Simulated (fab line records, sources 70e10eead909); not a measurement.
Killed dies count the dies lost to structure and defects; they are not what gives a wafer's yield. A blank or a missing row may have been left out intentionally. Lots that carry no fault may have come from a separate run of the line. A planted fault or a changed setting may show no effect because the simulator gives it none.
Which of the tools did it? || flow nand harc || 14 lots, 42 wafers sampled, at 4 steps of a route of 1302

## WHAT EACH GAUGE READ, for each wafer
Not one reading of a measure or inspect step in the record can be checked against a usual standard deviation.

## WHAT TOOL EACH LOT RAN ON (gives the tool, then ch and the chambers of the sampled wafers, and finally the start)
{"lot": "L392", "NHARC_A_STAIRCASE_TRIM_193": "rie diel-09 ch 1,2,3, day 15 11:07 or earlier", "NHARC_A_STAIRCASE_ETCH_197": "rie diel-11 ch 2,3, day 15 11:07", "NHARC_A_STAIRCASE_TRIM_220": "rie diel-11 ch 1,3, day 15 14:20", "NHARC_A_STAIRCASE_ETCH_223": "rie diel-11 ch 1,3, no start"}
{"lot": "L394", "NHARC_A_STAIRCASE_TRIM_193": "rie diel-09 ch 1,3, day 16 08:33 or earlier", "NHARC_A_STAIRCASE_ETCH_197": "rie diel-09 ch 0,1,2, day 16 08:33 or earlier", "NHARC_A_STAIRCASE_TRIM_220": "rie diel-11 ch 1,2, day 16 08:33", "NHARC_A_STAIRCASE_ETCH_223": "rie diel-11 ch 1,2, no start"}
{"lot": "L397", "NHARC_A_STAIRCASE_TRIM_193": "rie diel-09 ch 1,2,3, day 18 08:46 or earlier", "NHARC_A_STAIRCASE_ETCH_197": "rie diel-09 ch 1,2, day 18 08:46 or earlier", "NHARC_A_STAIRCASE_TRIM_220": "rie diel-09 ch 1,2, day 18 08:46", "NHARC_A_STAIRCASE_ETCH_223": "rie diel-09 ch 1,2,3, no start"}
{"lot": "L401", "NHARC_A_STAIRCASE_TRIM_193": "rie diel-09 ch 0,2,3, day 20 14:01 or earlier", "NHARC_A_STAIRCASE_ETCH_197": "rie diel-09 ch 0,1,3, day 20 14:01 or earlier", "NHARC_A_STAIRCASE_TRIM_220": "rie diel-05 ch 0,1, day 20 14:01", "NHARC_A_STAIRCASE_ETCH_223": "rie diel-05 ch 1,2,3, no start"}
{"lot": "L405", "NHARC_A_STAIRCASE_TRIM_193": "rie diel-05 ch 0,1,2, day 21 04:12 or earlier", "NHARC_A_STAIRCASE_ETCH_197": "rie diel-11 ch 1,2, day 21 04:12 or earlier", "NHARC_A_STAIRCASE_TRIM_220": "rie diel-05 ch 0,1,2, day 21 04:12", "NHARC_A_STAIRCASE_ETCH_223": "rie diel-05 ch 0,1,3, no start"}
{"lot": "L406", "NHARC_A_STAIRCASE_TRIM_193": "rie diel-11 ch 1,2,3, day 22 01:26 or earlier", "NHARC_A_STAIRCASE_ETCH_197": "rie diel-05 ch 0,1,2, day 22 01:26 or earlier", "NHARC_A_STAIRCASE_TRIM_220": "rie diel-11 ch 0,1, day 22 01:26", "NHARC_A_STAIRCASE_ETCH_223": "rie diel-11 ch 0,2,3, no start"}
{"lot": "L407", "NHARC_A_STAIRCASE_TRIM_193": "rie diel-11 ch 0,1,3, day 22 06:07 or earlier", "NHARC_A_STAIRCASE_ETCH_197": "rie diel-05 ch 0,3, day 22 06:07 or earlier", "NHARC_A_STAIRCASE_TRIM_220": "rie diel-09 ch 0,1,2, day 22 06:07", "NHARC_A_STAIRCASE_ETCH_223": "rie diel-09 ch 1,3, no start"}
{"lot": "L409", "NHARC_A_STAIRCASE_TRIM_193": "rie diel-09 ch 0,2,3, day 23 06:07 or earlier", "NHARC_A_STAIRCASE_ETCH_197": "rie diel-05 ch 2,3, day 23 06:07 or earlier", "NHARC_A_STAIRCASE_TRIM_220": "rie diel-09 ch 1,2,3, day 23 06:07", "NHARC_A_STAIRCASE_ETCH_223": "rie diel-09 ch 2,3, no start"}
{"lot": "L410", "NHARC_A_STAIRCASE_TRIM_193": "rie diel-11 ch 0,1,2, day 23 11:23 or earlier", "NHARC_A_STAIRCASE_ETCH_197": "rie diel-09 ch 1,2,3, day 23 11:23 or earlier", "NHARC_A_STAIRCASE_TRIM_220": "rie diel-05 ch 0,2,3, day 23 11:23", "NHARC_A_STAIRCASE_ETCH_223": "rie diel-05 ch 0,1,3, no start"}
{"lot": "L412", "NHARC_A_STAIRCASE_TRIM_193": "rie diel-05 ch 0,1,3, day 24 00:40 or earlier", "NHARC_A_STAIRCASE_ETCH_197": "rie diel-05 ch 1,2, day 24 00:40 or earlier", "NHARC_A_STAIRCASE_TRIM_220": "rie diel-11 ch 2,3, day 24 00:40", "NHARC_A_STAIRCASE_ETCH_223": "rie diel-11 ch 0,1,3, no start"}
{"lot": "L411", "NHARC_A_STAIRCASE_TRIM_193": "rie diel-09 ch 1,2,3, day 24 04:32 or earlier", "NHARC_A_STAIRCASE_ETCH_197": "rie diel-09 ch 0,2,3, day 24 04:32 or earlier", "NHARC_A_STAIRCASE_TRIM_220": "rie diel-09 ch 1,2,3, day 24 04:32", "NHARC_A_STAIRCASE_ETCH_223": "rie diel-09 ch 1,2,3, no start"}
{"lot": "L414", "NHARC_A_STAIRCASE_TRIM_193": "rie diel-05 ch 0,1, day 24 18:18 or earlier", "NHARC_A_STAIRCASE_ETCH_197": "rie diel-11 ch 0,2,3, day 24 18:18 or earlier", "NHARC_A_STAIRCASE_TRIM_220": "rie diel-11 ch 0,2, day 24 18:18", "NHARC_A_STAIRCASE_ETCH_223": "rie diel-11 ch 1,2,3, no start"}
{"lot": "L413", "NHARC_A_STAIRCASE_TRIM_193": "rie diel-11 ch 0,1,2, day 24 18:58 or earlier", "NHARC_A_STAIRCASE_ETCH_197": "rie diel-11 ch 0,2,3, day 24 18:58 or earlier", "NHARC_A_STAIRCASE_TRIM_220": "rie diel-09 ch 0,1,3, day 24 18:58", "NHARC_A_STAIRCASE_ETCH_223": "rie diel-09 ch 0,1,2, no start"}
{"lot": "L415", "NHARC_A_STAIRCASE_TRIM_193": "rie diel-11 ch 0,2,3, day 25 20:55 or earlier", "NHARC_A_STAIRCASE_ETCH_197": "rie diel-11 ch 0,2,3, day 25 20:55 or earlier", "NHARC_A_STAIRCASE_TRIM_220": "rie diel-11 ch 0,1,3, day 25 20:55", "NHARC_A_STAIRCASE_ETCH_223": "rie diel-11 ch 0,1,3, no start"}
- NHARC_A_STAIRCASE_TRIM_193: chemistry O2, time 211.2 s.
- NHARC_A_STAIRCASE_ETCH_197: etches the open film in C4F8/O2, target depth 100 nm, time 40.5 s.
- NHARC_A_STAIRCASE_TRIM_220: chemistry O2, time 211.2 s.
- NHARC_A_STAIRCASE_ETCH_223: etches the open film in C4F8/O2, target depth 100 nm, time 40.5 s.

## WHAT THE TOOLS THEMSELVES READ (means of the sampled wafers that have a number; where no wafer has one, the mark that the record gives instead)
NHARC_A_STAIRCASE_TRIM_193. Usual: drypump motor current A 5.69 A, standard deviation 0.27; oes product au 0.997 a.u., standard deviation 0.0091; rf vpp V 57.7 V, standard deviation 0.95; showerhead plenum p Torr 3.48 Torr, standard deviation 0.17; throttle valve pct 17.037 %, standard deviation 0.0092.
{"lot": "L392", "tool": "rie diel-09", "drypump motor current A (A)": 5.55, "oes product au (a.u.)": 0.993, "rf vpp V (V)": 57.4, "showerhead plenum p Torr (Torr)": 3.52, "throttle valve pct (%)": 17.040, "flag": ""}
{"lot": "L394", "tool": "rie diel-09", "drypump motor current A (A)": 5.37, "oes product au (a.u.)": 0.984, "rf vpp V (V)": 57.3, "showerhead plenum p Torr (Torr)": 3.41, "throttle valve pct (%)": 17.046, "flag": ""}
{"lot": "L397", "tool": "rie diel-09", "drypump motor current A (A)": 5.55, "oes product au (a.u.)": 0.990, "rf vpp V (V)": 57.8, "showerhead plenum p Torr (Torr)": 3.51, "throttle valve pct (%)": 17.037, "flag": ""}
{"lot": "L401", "tool": "rie diel-09", "drypump motor current A (A)": 5.52, "oes product au (a.u.)": 1.002, "rf vpp V (V)": 57.0, "showerhead plenum p Torr (Torr)": 3.38, "throttle valve pct (%)": 17.034, "flag": ""}
{"lot": "L405", "tool": "rie diel-05", "drypump motor current A (A)": 5.80, "oes product au (a.u.)": 0.992, "rf vpp V (V)": 57.7, "showerhead plenum p Torr (Torr)": 3.41, "throttle valve pct (%)": 17.040, "flag": ""}
{"lot": "L406", "tool": "rie diel-11", "drypump motor current A (A)": 5.74, "oes product au (a.u.)": 0.995, "rf vpp V (V)": 57.3, "showerhead plenum p Torr (Torr)": 3.53, "throttle valve pct (%)": 17.036, "flag": ""}
{"lot": "L407", "tool": "rie diel-11", "drypump motor current A (A)": 5.69, "oes product au (a.u.)": 0.992, "rf vpp V (V)": 57.7, "showerhead plenum p Torr (Torr)": 3.37, "throttle valve pct (%)": 17.032, "flag": ""}
{"lot": "L409", "tool": "rie diel-09", "drypump motor current A (A)": 5.51, "oes product au (a.u.)": 1.002, "rf vpp V (V)": 57.9, "showerhead plenum p Torr (Torr)": 3.72, "throttle valve pct (%)": 17.034, "flag": ""}
{"lot": "L410", "tool": "rie diel-11", "drypump motor current A (A)": 5.83, "oes product au (a.u.)": 1.006, "rf vpp V (V)": 58.0, "showerhead plenum p Torr (Torr)": 3.47, "throttle valve pct (%)": 17.035, "flag": ""}
{"lot": "L412", "tool": "rie diel-05", "drypump motor current A (A)": 5.79, "oes product au (a.u.)": 0.998, "rf vpp V (V)": 57.3, "showerhead plenum p Torr (Torr)": 3.39, "throttle valve pct (%)": 17.031, "flag": ""}
{"lot": "L411", "tool": "rie diel-09", "drypump motor current A (A)": 5.56, "oes product au (a.u.)": 1.006, "rf vpp V (V)": 58.2, "showerhead plenum p Torr (Torr)": 3.66, "throttle valve pct (%)": 17.038, "flag": ""}
{"lot": "L414", "tool": "rie diel-05", "drypump motor current A (A)": 5.72, "oes product au (a.u.)": 0.986, "rf vpp V (V)": 56.8, "showerhead plenum p Torr (Torr)": 3.31, "throttle valve pct (%)": 17.043, "flag": ""}
{"lot": "L413", "tool": "rie diel-11", "drypump motor current A (A)": 5.84, "oes product au (a.u.)": 1.002, "rf vpp V (V)": 57.0, "showerhead plenum p Torr (Torr)": 3.46, "throttle valve pct (%)": 17.030, "flag": ""}
{"lot": "L415", "tool": "rie diel-11", "drypump motor current A (A)": 5.91, "oes product au (a.u.)": 0.996, "rf vpp V (V)": 58.4, "showerhead plenum p Torr (Torr)": 3.51, "throttle valve pct (%)": 17.044, "flag": ""}

NHARC_A_STAIRCASE_ETCH_197. Usual: oes product au 0.944 a.u., standard deviation 0.019; rf vpp V 894 V, standard deviation 6.1.
{"lot": "L392", "tool": "rie diel-11", "oes product au (a.u.)": 0.919, "rf vpp V (V)": 892, "flag": ""}
{"lot": "L394", "tool": "rie diel-09", "oes product au (a.u.)": 0.954, "rf vpp V (V)": 895, "flag": ""}
{"lot": "L397", "tool": "rie diel-09", "oes product au (a.u.)": 0.932, "rf vpp V (V)": 899, "flag": ""}
{"lot": "L401", "tool": "rie diel-09", "oes product au (a.u.)": 0.952, "rf vpp V (V)": 890, "flag": ""}
{"lot": "L405", "tool": "rie diel-11", "oes product au (a.u.)": 0.992, "rf vpp V (V)": 895, "flag": ""}
{"lot": "L406", "tool": "rie diel-05", "oes product au (a.u.)": 0.954, "rf vpp V (V)": 893, "flag": ""}
{"lot": "L407", "tool": "rie diel-05", "oes product au (a.u.)": 0.934, "rf vpp V (V)": 894, "flag": ""}
{"lot": "L409", "tool": "rie diel-05", "oes product au (a.u.)": 0.967, "rf vpp V (V)": 897, "flag": ""}
{"lot": "L410", "tool": "rie diel-09", "oes product au (a.u.)": 0.924, "rf vpp V (V)": 901, "flag": ""}
{"lot": "L412", "tool": "rie diel-05", "oes product au (a.u.)": 0.941, "rf vpp V (V)": 890, "flag": ""}
{"lot": "L411", "tool": "rie diel-09", "oes product au (a.u.)": 0.951, "rf vpp V (V)": 902, "flag": ""}
{"lot": "L414", "tool": "rie diel-11", "oes product au (a.u.)": 0.952, "rf vpp V (V)": 896, "flag": ""}
{"lot": "L413", "tool": "rie diel-11", "oes product au (a.u.)": 0.941, "rf vpp V (V)": 895, "flag": ""}
{"lot": "L415", "tool": "rie diel-11", "oes product au (a.u.)": 0.924, "rf vpp V (V)": 896, "flag": ""}

NHARC_A_STAIRCASE_TRIM_220. Usual: drypump motor current A 5.71 A, standard deviation 0.27; oes product au 0.998 a.u., standard deviation 0.0098; rf vpp V 57.6 V, standard deviation 0.92; showerhead plenum p Torr 3.49 Torr, standard deviation 0.18; throttle valve pct 17.037 %, standard deviation 0.0087.
{"lot": "L392", "tool": "rie diel-11", "drypump motor current A (A)": 5.56, "oes product au (a.u.)": 0.979, "rf vpp V (V)": 57.9, "showerhead plenum p Torr (Torr)": 3.40, "throttle valve pct (%)": 17.033, "flag": ""}
{"lot": "L394", "tool": "rie diel-11", "drypump motor current A (A)": 5.88, "oes product au (a.u.)": 1.004, "rf vpp V (V)": 57.3, "showerhead plenum p Torr (Torr)": 3.31, "throttle valve pct (%)": 17.036, "flag": ""}
{"lot": "L397", "tool": "rie diel-09", "drypump motor current A (A)": 5.58, "oes product au (a.u.)": 0.995, "rf vpp V (V)": 57.8, "showerhead plenum p Torr (Torr)": 3.61, "throttle valve pct (%)": 17.028, "flag": ""}
{"lot": "L401", "tool": "rie diel-05", "drypump motor current A (A)": 5.71, "oes product au (a.u.)": 1.202, "rf vpp V (V)": 56.7, "showerhead plenum p Torr (Torr)": 3.33, "throttle valve pct (%)": 17.040, "flag": "OFF"}
{"lot": "L405", "tool": "rie diel-05", "drypump motor current A (A)": 5.82, "oes product au (a.u.)": 1.215, "rf vpp V (V)": 57.9, "showerhead plenum p Torr (Torr)": 3.41, "throttle valve pct (%)": 17.033, "flag": "OFF"}
{"lot": "L406", "tool": "rie diel-11", "drypump motor current A (A)": 5.65, "oes product au (a.u.)": 0.996, "rf vpp V (V)": 57.1, "showerhead plenum p Torr (Torr)": 3.32, "throttle valve pct (%)": 17.035, "flag": ""}
{"lot": "L407", "tool": "rie diel-09", "drypump motor current A (A)": 5.53, "oes product au (a.u.)": 0.995, "rf vpp V (V)": 58.6, "showerhead plenum p Torr (Torr)": 3.66, "throttle valve pct (%)": 17.040, "flag": ""}
{"lot": "L409", "tool": "rie diel-09", "drypump motor current A (A)": 5.55, "oes product au (a.u.)": 1.005, "rf vpp V (V)": 58.6, "showerhead plenum p Torr (Torr)": 3.66, "throttle valve pct (%)": 17.037, "flag": ""}
{"lot": "L410", "tool": "rie diel-05", "drypump motor current A (A)": 5.92, "oes product au (a.u.)": 0.998, "rf vpp V (V)": 57.9, "showerhead plenum p Torr (Torr)": 3.49, "throttle valve pct (%)": 17.043, "flag": ""}
{"lot": "L412", "tool": "rie diel-11", "drypump motor current A (A)": 5.96, "oes product au (a.u.)": 0.998, "rf vpp V (V)": 58.4, "showerhead plenum p Torr (Torr)": 3.67, "throttle valve pct (%)": 17.038, "flag": ""}
{"lot": "L411", "tool": "rie diel-09", "drypump motor current A (A)": 5.58, "oes product au (a.u.)": 1.001, "rf vpp V (V)": 58.6, "showerhead plenum p Torr (Torr)": 3.65, "throttle valve pct (%)": 17.040, "flag": ""}
{"lot": "L414", "tool": "rie diel-11", "drypump motor current A (A)": 6.03, "oes product au (a.u.)": 1.005, "rf vpp V (V)": 57.7, "showerhead plenum p Torr (Torr)": 3.62, "throttle valve pct (%)": 17.043, "flag": ""}
{"lot": "L413", "tool": "rie diel-09", "drypump motor current A (A)": 5.38, "oes product au (a.u.)": 1.001, "rf vpp V (V)": 58.7, "showerhead plenum p Torr (Torr)": 3.72, "throttle valve pct (%)": 17.036, "flag": ""}
{"lot": "L415", "tool": "rie diel-11", "drypump motor current A (A)": 5.71, "oes product au (a.u.)": 0.991, "rf vpp V (V)": 57.6, "showerhead plenum p Torr (Torr)": 3.35, "throttle valve pct (%)": 17.039, "flag": ""}

NHARC_A_STAIRCASE_ETCH_223. Usual: oes product au 0.939 a.u., standard deviation 0.01; rf vpp V 895 V, standard deviation 6.4.
{"lot": "L392", "tool": "rie diel-11", "oes product au (a.u.)": 0.927, "rf vpp V (V)": 893, "flag": ""}
{"lot": "L394", "tool": "rie diel-11", "oes product au (a.u.)": 0.928, "rf vpp V (V)": 889, "flag": ""}
{"lot": "L397", "tool": "rie diel-09", "oes product au (a.u.)": 0.944, "rf vpp V (V)": 895, "flag": ""}
{"lot": "L401", "tool": "rie diel-05", "oes product au (a.u.)": 0.942, "rf vpp V (V)": 894, "flag": ""}
{"lot": "L405", "tool": "rie diel-05", "oes product au (a.u.)": 0.945, "rf vpp V (V)": 891, "flag": ""}
{"lot": "L406", "tool": "rie diel-11", "oes product au (a.u.)": 0.943, "rf vpp V (V)": 895, "flag": ""}
{"lot": "L407", "tool": "rie diel-09", "oes product au (a.u.)": 0.950, "rf vpp V (V)": 903, "flag": ""}
{"lot": "L409", "tool": "rie diel-09", "oes product au (a.u.)": 0.934, "rf vpp V (V)": 903, "flag": ""}
{"lot": "L410", "tool": "rie diel-05", "oes product au (a.u.)": 0.935, "rf vpp V (V)": 892, "flag": ""}
{"lot": "L412", "tool": "rie diel-11", "oes product au (a.u.)": 0.944, "rf vpp V (V)": 890, "flag": ""}
{"lot": "L411", "tool": "rie diel-09", "oes product au (a.u.)": 0.938, "rf vpp V (V)": 900, "flag": ""}
{"lot": "L414", "tool": "rie diel-11", "oes product au (a.u.)": 0.943, "rf vpp V (V)": 896, "flag": ""}
{"lot": "L413", "tool": "rie diel-09", "oes product au (a.u.)": 0.936, "rf vpp V (V)": 900, "flag": ""}
{"lot": "L415", "tool": "rie diel-11", "oes product au (a.u.)": 0.933, "rf vpp V (V)": 890, "flag": ""}

## THE ANSWER, worked out from the rows above alone
Rule: take the mean of a lot's wafers that have a number; if it is more than 3 standard deviations from the usual mean, the lot is off. Also off: a lot with no number at a reading for which 4 or more lots have one. Any other lot the step has rows for is counted as sound. Order of review: gauges by route order, followed by the tools' own readings, for which a lot's mean as printed above is used. At the first step where some lot is off, the reading lying furthest off is the one used; lots without a number count as furthest.
Off, at NHARC_A_STAIRCASE_TRIM_220 on oes product au: L401, L405.
A tool fits if, at that step or a process step before it, it ran every lot that is off, and no sound lot after the first of them. NHARC_A_STAIRCASE_TRIM_193 gives no start for some lots, so the hours and the order of its lots are those of NHARC_A_STAIRCASE_TRIM_220. NHARC_A_STAIRCASE_ETCH_197 gives no start for some lots, so the hours and the order of its lots are those of NHARC_A_STAIRCASE_TRIM_220. Of those tried, none fits.

## WHAT HAD BEEN PUT IN BY THE SIMULATOR
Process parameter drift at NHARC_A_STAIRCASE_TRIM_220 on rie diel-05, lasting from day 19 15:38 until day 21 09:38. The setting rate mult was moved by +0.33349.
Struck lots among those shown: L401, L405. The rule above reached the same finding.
